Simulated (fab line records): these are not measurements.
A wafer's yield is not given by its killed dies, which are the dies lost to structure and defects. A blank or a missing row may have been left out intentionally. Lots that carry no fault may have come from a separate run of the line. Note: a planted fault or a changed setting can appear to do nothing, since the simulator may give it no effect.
Chamber matching    flow n5Finfet    rieDiel-03 running N5_BEOL_M11_ETCH_62: 4 sister chambers
The step etches SOC in N2/H2, target depth 110 nm, overetch 22 nm, time 165 s. 16 wafers are shown with their chamber, then 7 later ones without.

## WAFERS PAIRED WITH THEIR CHAMBERS
wafer   chamber  drypumpMotorCurrentA (A)  showerheadPlenumPTorr (Torr)  rfVppV (V)
L110.1  2        5.7                       2.60                          525.7
L110.5  3        6.6                       2.56                          524.2
L110.6  2        5.8                       2.60                          523.9
L115.1  3        6.7                       2.56                          525.0
L115.3  0        5.3                       2.46                          521.1
L115.5  3        6.7                       2.56                          523.4
L114.1  1        4.8                       2.60                          524.9
L114.3  0        5.3                       2.46                          521.6
L114.5  3        6.7                       2.56                          522.6
L118.5  0        5.3                       2.46                          522.2
L118.6  3        6.6                       2.55                          523.4
L119.1  2        5.7                       2.59                          525.5
L119.4  2        5.7                       2.59                          526.1
L119.5  3        6.7                       2.55                          523.8
L126.1  3        6.7                       2.55                          523.4
L126.2  2        5.7                       2.59                          524.3

SIGNATURES (averages over the wafers above)
reading                chamber 0  chamber 1  chamber 2  chamber 3  scatter within a chamber
drypumpMotorCurrentA   5.300      4.800      5.720      6.671      0.0431
showerheadPlenumPTorr  2.4600     2.6000     2.5940     2.5557     0.00493
rfVppV                 521.633    524.900    525.100    523.686    0.798
Rule: distance of a wafer from a chamber = root of the sum over the readings of ((wafer's reading minus chamber's mean) / reading's scatter) squared. The wafer belongs to the nearest chamber; if the next one is less than 2 further off, it can't be placed. The scatter is the square root of a quotient: the sum, over the shown wafers, of each reading's squared deviation from its chamber's mean, divided by wafers minus chambers.

## WAFERS WITHOUT THEIR CHAMBER
wafer   drypumpMotorCurrentA (A)  showerheadPlenumPTorr (Torr)  rfVppV (V)
L126.4  4.8                       2.59                          524.8
L125.2  5.3                       2.45                          520.6
L125.4  6.6                       2.55                          523.0
L125.5  5.7                       2.59                          525.8
L129.1  5.7                       2.59                          524.5
L129.2  5.3                       2.45                          520.6
L129.6  6.6                       2.55                          525.3

## WHICH CHAMBER EACH WENT THROUGH
wafer   from the rows above  in truth
L126.4  1                    1
L125.2  0                    0
L125.4  3                    3
L125.5  2                    2
L129.1  2                    2
L129.2  0                    0
L129.6  3                    3
Placed correctly: 7 of 7. From these rows, 0 cannot be placed. 0 placed wrongly.
